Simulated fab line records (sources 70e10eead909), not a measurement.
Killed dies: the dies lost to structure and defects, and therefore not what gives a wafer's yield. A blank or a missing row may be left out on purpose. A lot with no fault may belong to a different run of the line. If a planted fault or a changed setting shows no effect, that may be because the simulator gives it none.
Chamber matching + flow nandHarc + NHARC_A_CONTACT_ETCH_75 on rieDiel-13: 4 sister chambers
The step etches the open film in CF4, target depth 39 nm, time 65 s. 42 wafers are shown with their chamber, then 12 later ones without.

== EACH WAFER AND ITS CHAMBER ==
| wafer  | chamber | drypumpMotorCurrentA (A) | showerheadPlenumPTorr (Torr) | rfVppV (V) |
|--------|---------|--------------------------|------------------------------|------------|
| L075.1 | 3       | 5.5                      | 1.69                         | 149.5      |
| L075.2 | 0       | 5.0                      | 1.65                         | 150.0      |
| L075.5 | 1       | 6.2                      | 1.64                         | 148.2      |
| L076.1 | 2       | 6.4                      | 1.70                         | 151.4      |
| L076.3 | 0       | 5.0                      | 1.65                         | 149.7      |
| L076.6 | 0       | 5.0                      | 1.65                         | 150.1      |
| L079.2 | 2       | 6.4                      | 1.70                         | 151.2      |
| L079.3 | 0       | 5.0                      | 1.65                         | 150.0      |
| L079.5 | 2       | 6.4                      | 1.70                         | 151.8      |
| L080.4 | 0       | 5.0                      | 1.65                         | 150.1      |
| L080.5 | 3       | 5.5                      | 1.69                         | 150.8      |
| L080.6 | 0       | 5.0                      | 1.65                         | 149.4      |
| L082.4 | 1       | 6.2                      | 1.64                         | 150.3      |
| L082.5 | 3       | 5.5                      | 1.69                         | 151.7      |
| L082.6 | 2       | 6.4                      | 1.70                         | 151.6      |
| L081.1 | 1       | 6.2                      | 1.64                         | 148.4      |
| L081.2 | 0       | 5.0                      | 1.64                         | 149.3      |
| L081.3 | 2       | 6.4                      | 1.70                         | 150.3      |
| L083.3 | 1       | 6.2                      | 1.64                         | 149.4      |
| L083.5 | 2       | 6.4                      | 1.70                         | 151.6      |
| L083.6 | 1       | 6.2                      | 1.64                         | 149.3      |
| L085.1 | 2       | 6.4                      | 1.70                         | 151.1      |
| L085.4 | 3       | 5.6                      | 1.68                         | 150.0      |
| L085.6 | 0       | 5.0                      | 1.64                         | 150.5      |
| L086.1 | 0       | 5.0                      | 1.64                         | 149.4      |
| L086.2 | 3       | 5.5                      | 1.68                         | 151.1      |
| L086.6 | 3       | 5.5                      | 1.68                         | 151.0      |
| L087.1 | 2       | 6.4                      | 1.70                         | 150.7      |
| L087.3 | 1       | 6.2                      | 1.64                         | 149.0      |
| L087.4 | 0       | 5.0                      | 1.64                         | 148.4      |
| L088.1 | 3       | 5.5                      | 1.68                         | 148.4      |
| L088.2 | 1       | 6.2                      | 1.64                         | 150.1      |
| L088.4 | 0       | 5.0                      | 1.64                         | 150.1      |
| L091.1 | 0       | 5.0                      | 1.64                         | 151.1      |
| L091.4 | 1       | 6.2                      | 1.64                         | 150.2      |
| L091.6 | 0       | 5.0                      | 1.64                         | 148.3      |
| L090.3 | 1       | 6.2                      | 1.64                         | 150.0      |
| L090.5 | 3       | 5.5                      | 1.68                         | 150.3      |
| L090.6 | 0       | 5.0                      | 1.64                         | 151.5      |
| L093.1 | 3       | 5.5                      | 1.68                         | 150.9      |
| L093.4 | 0       | 5.0                      | 1.64                         | 149.0      |
| L093.5 | 2       | 6.5                      | 1.70                         | 151.1      |

SIGNATURES (averages over the wafers above)
| reading               | chamber 0 | chamber 1 | chamber 2 | chamber 3 | scatter within a chamber |
|-----------------------|-----------|-----------|-----------|-----------|--------------------------|
| drypumpMotorCurrentA  | 5.000     | 6.200     | 6.411     | 5.511     | 0.0216                   |
| showerheadPlenumPTorr | 1.6440    | 1.6400    | 1.7000    | 1.6833    | 0.00384                  |
| rfVppV                | 149.793   | 149.433   | 151.200   | 150.411   | 0.819                    |
Rule: a wafer's distance from a chamber is the root of the sum, over the readings, of the square of ((its reading less the chamber's mean) divided by the reading's scatter). If the next closest chamber is less than 2 further off than the closest, the wafer can't be placed; otherwise it belongs to the closest. The scatter: take each reading less its chamber's mean, square it, sum over the shown wafers, divide by the number of wafers less the number of chambers, and take the root.

== WAFERS WITH NO CHAMBER GIVEN ==
| wafer  | drypumpMotorCurrentA (A) | showerheadPlenumPTorr (Torr) | rfVppV (V) |
|--------|--------------------------|------------------------------|------------|
| L092.2 | 6.2                      | 1.64                         | 149.8      |
| L092.3 | 5.5                      | 1.68                         | 148.9      |
| L092.5 | 5.0                      | 1.64                         | 149.5      |
| L094.1 | 6.2                      | 1.64                         | 149.7      |
| L094.3 | 5.5                      | 1.68                         | 151.4      |
| L094.5 | 5.5                      | 1.68                         | 152.5      |
| L095.2 | 5.0                      | 1.91                         | 153.4      |
| L095.4 | 6.2                      | 1.91                         | 153.0      |
| L095.5 | 5.0                      | 1.91                         | 153.4      |
| L097.2 | 6.4                      | 1.69                         | 151.3      |
| L097.3 | 5.5                      | 1.68                         | 150.8      |
| L097.6 | 5.0                      | 1.91                         | 150.8      |

== CHAMBER TAKEN BY EACH ==
| wafer  | from the rows above | in truth                   |
|--------|---------------------|----------------------------|
| L092.2 | 1                   | 1                          |
| L092.3 | 3                   | 3                          |
| L092.5 | 0                   | 0                          |
| L094.1 | 1                   | 1                          |
| L094.3 | 3                   | 3                          |
| L094.5 | 3                   | 3                          |
| L095.2 | 3                   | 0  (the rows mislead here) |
| L095.4 | 2                   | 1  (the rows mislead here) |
| L095.5 | 3                   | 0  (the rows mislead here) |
| L097.2 | 2                   | 2                          |
| L097.3 | 3                   | 3                          |
| L097.6 | 3                   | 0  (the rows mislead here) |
Placed correctly: 8 of 12. Left unplaced by these rows: 0. Number placed wrongly: 4.
